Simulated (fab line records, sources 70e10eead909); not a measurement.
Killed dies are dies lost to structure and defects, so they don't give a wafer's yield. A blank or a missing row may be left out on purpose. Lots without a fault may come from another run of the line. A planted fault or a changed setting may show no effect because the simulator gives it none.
A struck lot beside a sound one | flow nand_harc | 15 steps out of a route of 1302
Sound: wafers L311.1, L311.3, L311.6. Struck: wafers L296.2, L296.4, L296.6. The cause comes at the end.
At each step with rows: each side's tool, then ch and its chambers, then its first start. Under that, the readings that differ: sound wafers | struck wafers | difference of the means | sigmas: that difference in standard deviations of wafers without a fault.
alike: readings whose means differ by less than 2 such deviations, and words and numbers that are the same on both sides. not compared: withheld readings, readings that some wafer has no value for, bounds like >300 that may hide the same value, and numbers for which the record gives no deviation and whose values overlap.
The two part at a step that has a row with sigmas, a row that says differs or no value, or rows on one side only. Numbers that don't overlap but have no deviation are shown without sigmas and don't part them. A reading that every wafer of one side lacks parts them only if that side has two wafers or more.

NHARC_A_BLC_ETCH_16: etches the open film in CF4, target depth 39 nm, time 65 s.
  sound on rie_diel-03 ch 0,1,3, day 31 02:40; struck on rie_diel-03 ch 2,3, day 24 21:34
  alike: drypump_motor_current_A, oes_product_au, rf_vpp_V, showerhead_plenum_p_Torr, throttle_valve_pct
  not compared: rf_hours_counter_h
NHARC_A_BLC_ETCH_17: etches the open film in N2/H2, target depth 390 nm, time 609.38 s.
  sound on rie_diel-03 ch 0,3; struck on rie_diel-03 ch 1,3
  alike: drypump_motor_current_A, oes_product_au, rf_vpp_V, showerhead_plenum_p_Torr, throttle_valve_pct
  not compared: rf_hours_counter_h
then, 1 step without rows for these wafers: NHARC_A_BLC_ETCH_18 (etches the open film in C4F8/O2/Ar, target depth 910 nm).
NHARC_A_BLC_CD_MEAS_19:
  sound on cd_sem-01, day 31 03:33; struck on cd_sem-01, day 24 22:26
  alike: cd_nm
NHARC_A_BLC_STRIP_29: strips in CF4.
  sound on rie_diel-05 ch 0,2,3, day 31 03:38; struck on rie_diel-05 ch 0,3, day 24 22:31
  alike: drypump_motor_current_A, oes_product_au, rf_vpp_V, showerhead_plenum_p_Torr, throttle_valve_pct
  not compared: rf_hours_counter_h
then, 2 steps without rows for these wafers: NHARC_A_BLC_STRIP_21 (strips in O2); NHARC_A_BLC_STRIP_22 (strips in post etch residue remover, time 600 s).
NHARC_A_BLC_DEGAS_30: time 60 s.
  sound on pvd_sputter-02, day 31 04:10; struck on pvd_sputter-01, day 24 23:02
  alike: heater_power_w
then, 1 step without rows for these wafers: NHARC_A_BLC_PRE_CLEAN_31 (time 15 s).
NHARC_A_BLC_PVD_32: deposits Ti, target thk 5 nm, time 17.7 s.
  sound on pvd_sputter-02; struck on pvd_sputter-01
  alike: throttle_valve_pct
then, 2 steps without rows for these wafers: NHARC_A_BLC_ALD_23 (deposits TiN, target thk 3 nm, pulse time 1 s, ald cycles 150); NHARC_A_BLC_CVD_24 (deposits W, target thk 150 nm, time 434 s).
NHARC_A_BLC_CMP_25: polishes, t overpolish 30 s, target thk 150 nm.
  sound on cmp-04 ch 0,3, day 31 05:08; struck on cmp-04 ch 1,2,3, day 25 00:01
  no value came back on the struck wafers for edge_zone_pressure_frac, motor_current_A (A), overpolish_run_s (s), time_to_endpoint_s (s); on the sound wafers edge_zone_pressure_frac reads 1.000 1.004 0.993
then, 1 step without rows for these wafers: NHARC_A_BLC_SRD_27.
NHARC_A_BLC_INSPECT_28:
  sound on defect_inspect-01, day 31 05:32; struck on defect_inspect-02, day 25 00:25
  reading          | sound       | struck         | difference | sigmas
  raw_defect_count | 671 484 400 | 6661 6919 6741 | +6255      | +45

WHERE THEY PART
First at NHARC_A_BLC_CMP_25; last, within this record, at NHARC_A_BLC_INSPECT_28.

WHY: what the simulator had put in
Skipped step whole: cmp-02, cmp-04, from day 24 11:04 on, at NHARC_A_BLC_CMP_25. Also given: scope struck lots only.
